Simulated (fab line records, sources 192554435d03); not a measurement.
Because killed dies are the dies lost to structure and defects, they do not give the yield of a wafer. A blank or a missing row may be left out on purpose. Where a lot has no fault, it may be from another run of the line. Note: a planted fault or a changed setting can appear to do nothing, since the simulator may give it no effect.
Matching of chambers -- flow n5 finfet -- N5_BEOL_M14_DESCUM_33 on rie diel-01: 4 sister chambers
The step chemistry O2, time 7.9 s. 18 wafers are shown with their chamber, then 9 later ones without.

EACH WAFER AND ITS CHAMBER
wafer,chamber,drypump motor current A (A),throttle valve pct (%),oes product au (a.u.)
L080.3,3,5.3,20.10,0.77
L080.5,2,5.3,20.36,0.75
L080.6,3,5.3,20.08,0.77
L083.1,2,5.3,20.37,0.74
L083.2,0,6.2,20.49,0.94
L083.3,1,5.6,20.23,1.00
L082.2,1,5.6,20.22,1.00
L082.4,2,5.3,20.37,0.73
L082.6,3,5.3,20.10,0.76
L084.2,1,5.6,20.23,0.96
L084.4,2,5.3,20.38,0.74
L084.5,0,6.2,20.50,0.93
L085.1,2,5.3,20.37,0.73
L085.3,1,5.7,20.23,0.96
L085.5,2,5.3,20.38,0.74
L086.2,2,5.3,20.37,0.73
L086.3,3,5.3,20.14,0.75
L086.6,2,5.3,20.37,0.72

SIGNATURES, as means of the wafers listed above
reading,chamber 0,chamber 1,chamber 2,chamber 3,scatter within a chamber
drypump motor current A,6.200,5.625,5.300,5.300,0.0231
throttle valve pct,20.4950,20.2275,20.3712,20.1050,0.0129
oes product au,0.9350,0.9800,0.7350,0.7625,0.0134
Rule: a wafer lies at a distance from a chamber equal to the root of the sum of squares, over the readings, of (its reading less the chamber's mean, divided by the reading's scatter). If the next closest chamber is less than 2 further off than the closest, the wafer can't be placed; otherwise it belongs to the closest. How the scatter is found: for the shown wafers, subtract from each reading the mean of its chamber, square and add these, divide the total by (wafers less chambers), then take the root.

WAFERS WITH NO CHAMBER GIVEN
wafer,drypump motor current A (A),throttle valve pct (%),oes product au (a.u.)
L095.3,5.6,20.26,0.92
L095.4,5.4,20.15,0.74
L095.6,6.2,20.54,0.88
L096.1,6.2,20.53,0.87
L096.4,5.4,20.16,0.74
L096.5,5.7,20.27,0.91
L097.1,5.7,20.28,0.89
L097.3,5.3,20.17,0.72
L097.5,5.4,20.16,0.72

THE CHAMBER EACH PASSED THROUGH
wafer,from the rows above,in truth
L095.3,1,1
L095.4,3,3
L095.6,0,0
L096.1,0,0
L096.4,3,3
L096.5,1,1
L097.1,1,1
L097.3,3,3
L097.5,3,3
9 of 9 placed correctly. Not placeable from these rows: 0. Placed wrongly: 0.
